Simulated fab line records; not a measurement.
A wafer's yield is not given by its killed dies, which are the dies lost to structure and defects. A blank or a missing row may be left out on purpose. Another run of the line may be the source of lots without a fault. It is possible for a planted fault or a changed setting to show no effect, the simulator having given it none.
The tool behind it: which one? ; flow n5Finfet ; 10 lots, 30 wafers sampled, at 1 step of a route of 1938

WHAT THE GAUGES READ, wafer by wafer
N5_BEOL_M14_INSPECT_30: inspects for defects (macro). Usual: rawDefectCount reads 2.0 (standard deviation 1.4).
lot;measured;on;rawDefectCount;flag
L314;day 12 03:38;defectInspect-02;4 2 4;
L315;day 12 07:07;defectInspect-01;2 1 1;
L316;day 13 01:30;defectInspect-02;4 4 2;
L317;day 13 12:10;defectInspect-02;0 2 2;
L325;day 15 01:08;defectInspect-02;3 1 4;
L329;day 15 12:47;defectInspect-02;5 0 6;
L327;day 15 19:22;defectInspect-01;3 3 2;
L330;day 16 09:46;defectInspect-01;0 2 0;
L334;day 16 23:19;defectInspect-02;1 1 0;
L336;day 19 14:08;defectInspect-02;4 1 1;

TOOL THAT RAN EACH LOT (tool first, then ch and the chambers of the sampled wafers, then the start)
The record holds no process step before these readings.

AS READ BY THE TOOLS THEMSELVES (means over the sampled wafers that have a number; for cases with no such wafer, the mark the record gives instead)
The record holds no such reading with a usual standard deviation.

THE ANSWER, worked out from the rows above alone
Rule: lot off if the mean of its wafers having a number is beyond 3 standard deviations from the usual mean. Also off: a lot with no number at a reading for which 4 or more lots have one. Any other lot the step has rows for is counted as sound. First the gauges in route order, then the tools' own readings, where a lot's mean is used as printed above. At the first step where some lot is off, the reading lying furthest off is the one used; lots without a number count as furthest.
Across all readings shown, no lot is off: no conclusion can be drawn from this.

WHAT THE SIMULATOR HAD INSERTED
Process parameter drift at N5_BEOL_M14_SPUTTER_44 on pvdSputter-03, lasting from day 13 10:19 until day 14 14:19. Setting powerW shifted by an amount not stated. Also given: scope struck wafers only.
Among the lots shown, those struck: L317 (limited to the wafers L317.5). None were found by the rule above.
